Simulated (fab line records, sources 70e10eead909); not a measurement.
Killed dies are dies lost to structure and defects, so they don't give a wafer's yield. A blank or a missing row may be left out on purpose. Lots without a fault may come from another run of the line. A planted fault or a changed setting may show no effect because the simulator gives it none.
A struck lot beside a sound one | flow nand_harc | 15 steps out of a route of 1159
Sound: wafers L149.1, L149.2, L149.3. Struck: wafers L140.1, L140.5, L140.6. The cause comes at the end.
At each step with rows: each side's tool, then ch and its chambers, then its first start. Under that, the readings that differ: sound wafers | struck wafers | difference of the means | sigmas: that difference in standard deviations of wafers without a fault.
alike: readings whose means differ by less than 2 such deviations, and words and numbers that are the same on both sides. not compared: withheld readings, readings that some wafer has no value for, bounds like >300 that may hide the same value, and numbers for which the record gives no deviation and whose values overlap.
The two part at a step that has a row with sigmas, a row that says differs or no value, or rows on one side only. Numbers that don't overlap but have no deviation are shown without sigmas and don't part them. A reading that every wafer of one side lacks parts them only if that side has two wafers or more.

first, 7 steps without rows for these wafers: NHARC_THIN_TSV_HMDS_26 (time 30 s); NHARC_THIN_TSV_COAT_27; NHARC_THIN_TSV_SOFTBAKE_28 (time 95 s); NHARC_THIN_TSV_EBR_29; NHARC_THIN_TSV_EXPOSE_30 (exposes mask PAD); NHARC_THIN_TSV_PEB_31 (peb time 85 s); NHARC_THIN_TSV_DEVELOP_32 (time 70 s).
NHARC_THIN_TSV_CD_MEAS_33: target cd 5000 nm.
  sound on cd_sem-03 ch 0, day 21 16:25; struck on cd_sem-03 ch 0, day 21 00:38
  alike: cd_nm
then, 1 step without rows for these wafers: NHARC_THIN_TSV_HARDBAKE_34 (time 80 s).
NHARC_THIN_TSV_DESCUM_35: chemistry O2, time 3 s.
  sound on rie_diel-11 ch 0,1,3, day 21 16:35; struck on rie_diel-06 ch 2,3, day 21 00:48
  reading                | sound                | struck               | difference | sigmas
  throttle_valve_pct (%) | 11.316 11.307 11.324 | 11.303 11.303 11.287 | -0.018     | -2
  alike: drypump_motor_current_A, oes_product_au, rf_vpp_V, showerhead_plenum_p_Torr
  not compared: rf_hours_counter_h
NHARC_THIN_TSV_ETCH_59: etches the open film in Cl2/BCl3, target depth 880 nm, time 138.1 s.
  sound on rie_metal-03 ch 0,1, day 21 16:42; struck on rie_metal-01 ch 0,1, day 21 00:58
  reading               | sound             | struck            | difference | sigmas
  oes_product_au (a.u.) | 1.010 0.999 1.014 | 0.992 0.997 0.993 | -0.014     | -2
  alike: drypump_motor_current_A, rf_fwd_power_W, throttle_valve_pct
  not compared: rf_hours_counter_h
NHARC_THIN_TSV_ETCH_36: etches the open film in Cl2/BCl3, target depth 65 nm, time 18.571 s.
  sound on rie_metal-03 ch 0,1, day 21 16:58; struck on rie_metal-01 ch 0,1, day 21 01:11
  alike: drypump_motor_current_A, oes_product_au
  not compared: rf_hours_counter_h
NHARC_THIN_TSV_STRIP_56: strips in O2.
  sound on plasma_asher-01 ch 0,1, day 21 17:04; struck on plasma_asher-02 ch 0,1, day 21 01:17
  no value came back on the struck wafers for drypump_motor_current_A (A), heater_power_w (W), temp_c (C); on the sound wafers drypump_motor_current_A (A) reads 5.2 6.2 5.2
  not compared: rf_hours_counter_h
then, 1 step without rows for these wafers: NHARC_THIN_TSV_STRIP_57 (strips in post etch residue remover, time 1200 s).
NHARC_END_SORT_01:
  sound on prober-01 ch 0, day 22 01:04; struck on prober-01 ch 0, day 21 09:32
  alike: defect_limited_yield, killed_at_array, killed_at_other, killed_at_periphery, killed_dies, killed_open, killed_short, sort_bin_2_pct, sort_bin_3_pct, sort_bin_4_pct, sort_n_pass, sort_rim_yield_pct, sort_yield_pct

WHERE THEY PART
First at NHARC_THIN_TSV_DESCUM_35; last, within this record, at NHARC_THIN_TSV_STRIP_56. Later steps at which nothing parts them and some readings are alike: NHARC_END_SORT_01.

WHY: what the simulator had put in
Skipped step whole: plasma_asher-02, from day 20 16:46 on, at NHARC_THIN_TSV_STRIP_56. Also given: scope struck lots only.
